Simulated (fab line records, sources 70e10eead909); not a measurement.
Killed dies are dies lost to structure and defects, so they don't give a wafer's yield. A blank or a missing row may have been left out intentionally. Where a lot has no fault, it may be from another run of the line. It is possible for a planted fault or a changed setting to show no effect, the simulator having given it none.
Which of the tools did it? | flow nand_harc | 7 lots, 20 wafers sampled, at 3 steps of a route of 1302

== WHAT THE GAUGES SHOWED, per wafer ==
NHARC_A_ONON_D1_THK_MEAS_05: measures by ellipsometry.
lot  | measured     | on            | thk_nm (nm)
L830 | day 8 08:21  | film_metro-01 | 991 990 990
L832 | day 9 05:58  | film_metro-02 | 1000 1002 1002
L835 | day 10 15:46 | film_metro-01 | 1003 1003 1004
L842 | day 13 16:52 | film_metro-02 | 1014 1579
L845 | day 14 22:08 | film_metro-02 | 1568 1569 1002
L849 | day 16 20:04 | film_metro-01 | 1008 1006 1007
L851 | day 17 04:36 | film_metro-01 | 1007 1008 1008

== EACH LOT AND THE TOOL THAT RAN IT (in order: tool; ch and the chambers of the sampled wafers; start) ==
lot  | NHARC_A_ZERO_WELL_DESCUM_12        | NHARC_A_ONON_D1_DEP_03
L830 | rie_diel-06 ch 2,3, day 7 10:14    | pecvd_onon-04 ch 0, day 8 07:57
L832 | rie_diel-02 ch 0,1,3, day 8 07:01  | pecvd_onon-01 ch 0, day 9 05:30
L835 | rie_diel-06 ch 1,2,3, day 9 14:29  | pecvd_onon-04 ch 0, day 10 15:16
L842 | rie_diel-02 ch 2,3, day 12 17:17   | pecvd_onon-04 ch 0, day 13 16:22
L845 | rie_diel-02 ch 0,3, day 13 22:57   | pecvd_onon-04 ch 0, day 14 21:49
L849 | rie_diel-06 ch 0,1,3, day 15 19:40 | pecvd_onon-02 ch 0, day 16 19:34
L851 | rie_diel-06 ch 0,2,3, day 16 05:47 | pecvd_onon-01 ch 0, day 17 04:09
- NHARC_A_ZERO_WELL_DESCUM_12: chemistry O2, time 3 s.
- NHARC_A_ONON_D1_DEP_03: target thk 1000 nm.

== THE ANSWER, worked out from the rows above alone ==
Rule: usual is defined by the lots themselves. Put in order of their means at a reading, lots are off if they are a third of the lots or fewer, leave a main group of 4 or more, and stand apart from it by a gap of 3 or more times the standard deviation of the main group's means; of several such gaps the widest counts. If all means in a main group match to the digits the tables above print for the reading, that group is not used. Also off: a lot with no number at a reading for which 4 or more lots have one. Where the step has rows for the other lots, those lots are counted as sound.
Off, at NHARC_A_ONON_D1_THK_MEAS_05 on thk_nm: L842, L845. The main group: mean 1002 nm, standard deviation 6.3.
A tool fits if, at a process step before that reading, it ran every lot that is off, and no sound lot after the first of them. Those tools and the gauges at NHARC_A_ONON_D1_THK_MEAS_05 are tried in the same way. Can't be told from this: 3 tools fit, rie_diel-02 at NHARC_A_ZERO_WELL_DESCUM_12, pecvd_onon-04 at NHARC_A_ONON_D1_DEP_03, film_metro-02 at NHARC_A_ONON_D1_THK_MEAS_05.

== WHAT WAS PUT IN BY THE SIMULATOR ==
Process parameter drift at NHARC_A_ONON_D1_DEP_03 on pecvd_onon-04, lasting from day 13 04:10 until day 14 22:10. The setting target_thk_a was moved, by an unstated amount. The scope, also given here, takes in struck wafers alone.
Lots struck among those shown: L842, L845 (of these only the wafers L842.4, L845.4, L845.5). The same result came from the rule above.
